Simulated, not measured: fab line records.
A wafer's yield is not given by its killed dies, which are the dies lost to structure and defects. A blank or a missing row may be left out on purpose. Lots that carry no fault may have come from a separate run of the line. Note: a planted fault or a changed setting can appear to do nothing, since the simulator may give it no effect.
Matching of chambers | flow n5-finfet | N5_BEOL_M5_ETCH_72 on rie-diel-02: 4 sister chambers
The step etches underlayer in N2/H2, target depth 6.5 nm, time 5.2 s. 8 wafers are shown with their chamber, then 7 later ones without.

== WAFERS WITH THEIR CHAMBER ==
wafer  | chamber | showerhead-plenum-p-Torr (Torr) | oes-product-au (a.u.)
L079.6 | 1       | 2.43                            | 0.63
L081.1 | 0       | 2.60                            | 0.82
L081.6 | 3       | 2.43                            | 0.62
L083.1 | 0       | 2.59                            | 0.80
L083.4 | 1       | 2.43                            | 0.62
L083.6 | 2       | 2.47                            | 0.73
L085.2 | 2       | 2.46                            | 0.72
L085.3 | 3       | 2.42                            | 0.61

== WAFERS WHOSE CHAMBER IS MISSING ==
wafer  | showerhead-plenum-p-Torr (Torr) | oes-product-au (a.u.)
L085.6 | 2.42                            | 0.60
L087.2 | 2.59                            | 0.79
L087.3 | 2.42                            | 0.62
L087.5 | 2.59                            | 0.79
L091.1 | 2.42                            | 0.59
L091.4 | 2.46                            | 0.70
L091.6 | 2.58                            | 0.77

== WHICH CHAMBER EACH ONE RAN IN ==
wafer  | from the rows above     | in truth
L085.6 | can't be placed: 3 or 1 | 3
L087.2 | 0                       | 0
L087.3 | can't be placed: 3 or 1 | 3
L087.5 | 0                       | 0
L091.1 | can't be placed: 3 or 1 | 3
L091.4 | 2                       | 2
L091.6 | 0                       | 0
4 of 7 placed correctly. Unplaceable from these rows: 3, with the true chamber sitting among the candidates in 3. Number placed wrongly: 0.
How it was worked out, from the rows above alone: a wafer's distance from a chamber is the root of the sum, over the readings, of the square of ((its reading less the chamber's mean) divided by the reading's scatter). If the next closest chamber is less than 2 further off than the closest, the wafer can't be placed; otherwise it belongs to the closest. A chamber's mean is the mean of its shown wafers. The scatter: take each reading less its chamber's mean, square it, sum over the shown wafers, divide by the number of wafers less the number of chambers, and take the root.
